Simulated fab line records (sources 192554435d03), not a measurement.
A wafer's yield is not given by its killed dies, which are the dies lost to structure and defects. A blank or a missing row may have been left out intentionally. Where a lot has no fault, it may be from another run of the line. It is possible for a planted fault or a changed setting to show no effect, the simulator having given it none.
Chamber matching + flow n5 finfet + N5_FIN_CUT_CUT_ETCH_27 on rie diel-06 has 4 sister chambers
The step etches SiO2 in CHF3/O2, target depth 4 nm, overetch 2 nm, time 4.9 s. 8 wafers are shown with their chamber, then 12 later ones without.

== EACH WAFER AND ITS CHAMBER ==
| wafer  | chamber | drypump motor current A (A) | rf vpp V (V) |
|--------|---------|-----------------------------|--------------|
| L078.1 | 2       | 5.9                         | 515          |
| L081.2 | 2       | 5.9                         | 513          |
| L081.3 | 3       | 6.5                         | 536          |
| L083.2 | 0       | 5.1                         | 523          |
| L083.4 | 3       | 6.4                         | 537          |
| L088.1 | 0       | 5.1                         | 523          |
| L088.2 | 1       | 6.6                         | 527          |
| L088.5 | 1       | 6.6                         | 528          |

== WAFERS WITH NO CHAMBER GIVEN ==
| wafer  | drypump motor current A (A) | rf vpp V (V) |
|--------|-----------------------------|--------------|
| L090.1 | 6.6                         | 526          |
| L090.3 | 5.1                         | 524          |
| L090.5 | 6.6                         | 525          |
| L091.2 | 5.9                         | 515          |
| L091.3 | 6.6                         | 526          |
| L091.4 | 6.5                         | 539          |
| L092.1 | 6.6                         | 526          |
| L092.2 | 6.5                         | 539          |
| L092.5 | 6.6                         | 526          |
| L093.2 | 6.6                         | 528          |
| L093.4 | 5.9                         | 514          |
| L093.6 | 6.6                         | 526          |

== CHAMBER TAKEN BY EACH ==
| wafer  | from the rows above | in truth |
|--------|---------------------|----------|
| L090.1 | 1                   | 1        |
| L090.3 | 0                   | 0        |
| L090.5 | 1                   | 1        |
| L091.2 | 2                   | 2        |
| L091.3 | 1                   | 1        |
| L091.4 | 3                   | 3        |
| L092.1 | 1                   | 1        |
| L092.2 | 3                   | 3        |
| L092.5 | 1                   | 1        |
| L093.2 | 1                   | 1        |
| L093.4 | 2                   | 2        |
| L093.6 | 1                   | 1        |
Placed correctly: 12 of 12. Number that these rows cannot place: 0. Number placed wrongly: 0.
How it was worked out, from the rows above alone: a wafer's distance from a chamber is the root of the sum, over the readings, of the square of ((its reading less the chamber's mean) divided by the reading's scatter). The wafer belongs to the nearest chamber; if the next one is less than 2 further off, it can't be placed. Each chamber's mean is taken over the wafers shown for it. How the scatter is found: for the shown wafers, subtract from each reading the mean of its chamber, square and add these, divide the total by (wafers less chambers), then take the root.
